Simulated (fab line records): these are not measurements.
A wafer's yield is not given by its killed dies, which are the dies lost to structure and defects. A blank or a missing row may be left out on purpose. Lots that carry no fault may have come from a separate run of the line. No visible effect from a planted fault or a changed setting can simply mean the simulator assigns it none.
8D (eight disciplines) problem report, filled in by code | flow nandHarc | the parts of the form that need people (team, actions taken, sign-off) are left out

## 1. PROBLEM STATEMENT
Mean of cdNm at NHARC_P_GATE_CD_MEAS_26: 126.5 nm across 6 wafers in 2 lots; on wafers with no fault it is 120.1 nm (standard deviation 0.49). That is +13 standard deviations from the usual mean.
The step: target cd 120 nm.
Earliest sighting: wafer L509.2 on cdSem-02 at day 7 21:42. The record holds 39 wafers of 13 lots with a number at this step. By rule, "out" or "out of limits" means more than 4 standard deviations away from the usual mean. Any other wafer with a number is counted as sound.

## 2. WHAT IT IS AND WHAT IT IS NOT
question                    | is                     | is not
which readings at this step | cdNm                   | -
which lots                  | L509, L511             | L503, L514, L516, L517, L518, L519, L520, L521, L523, L524, L525
which wafers of those lots  | all that have a number | -
read on which gauges        | cdSem-02, cdSem-03     | cdSem-01
when                        | from day 7 21:42       | up to then (3 sound wafers); but 30 sound wafers of L514, L516, L517, L518, L519, L520, L521, L523, L524, L525 came after

## 3. THE SUSPECTS, EACH WITH WHAT RULES IT OUT
Counting: a tool at a process step up to the reading stays a suspect if it ran every lot that is out and no sound lot after the first of them.
- the gauge at NHARC_P_GATE_CD_MEAS_26 has been ruled out. Those wafers that are out were read across 2 gauges (cdSem-02, cdSem-03).
- lithoTrack-01 at NHARC_P_GATE_PEB_24 (peb time 65 s): ruled out as a lasting fault. Following L509 (day 7 21:37), the first lot on it that is out, the sound lots L516, L517, L518, L521 were run on it.
Left after counting: nothing in the record.

## 4. THE CAUSE (what the simulator had put in)
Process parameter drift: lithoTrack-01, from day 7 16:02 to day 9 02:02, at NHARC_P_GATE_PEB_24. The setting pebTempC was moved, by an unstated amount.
The count ruled it out by mistake, since the rule takes a fault to strike every lot its tool runs from the start of the fault on, and this one did not do so.

## 5. THE EFFECT CHAIN, in route order
One row per reading whose mean, taken over the struck wafers that have a number, lies over 3 standard deviations from the usual. Readings are gone through only where the record gives a usual standard deviation; hours: the median, over the lots, of the time from a lot's start at the first step in this table giving one to that lot's start at this step; sigmas: the change measured in usual standard deviations.
hours | step                    | reading           | usual    | on struck wafers | change | sigmas
0     | NHARC_P_GATE_PEB_24     | heaterPowerTotalW | 156.6 W  | 152.4            | -4.2   | -9.6
0     | NHARC_P_GATE_PEB_24     | plateTempC        | 100.02 C | 98.20            | -1.82  | -17
0     | NHARC_P_GATE_CD_MEAS_26 | cdNm              | 120.1 nm | 126.5            | +6.4   | +13
Its process steps:
- NHARC_P_GATE_PEB_24: peb time 65 s.
Later measuring or inspecting steps at which every struck wafer that the step has a row for has a number for every such reading, and none has moved that far: NHARC_P_GATE_INSPECT_28.

## 6. WHAT WOULD HAVE CAUGHT IT SOONER
In this record the first reading out of limits at a measuring or inspecting step was taken at day 7 21:42, 6 hours after the fault began at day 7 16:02.
At NHARC_P_GATE_PEB_24, the tool's own readings (heaterPowerTotalW, plateTempC) were out on each struck wafer the step has a row for, so an alarm limit on them would have fired on the first such wafer.
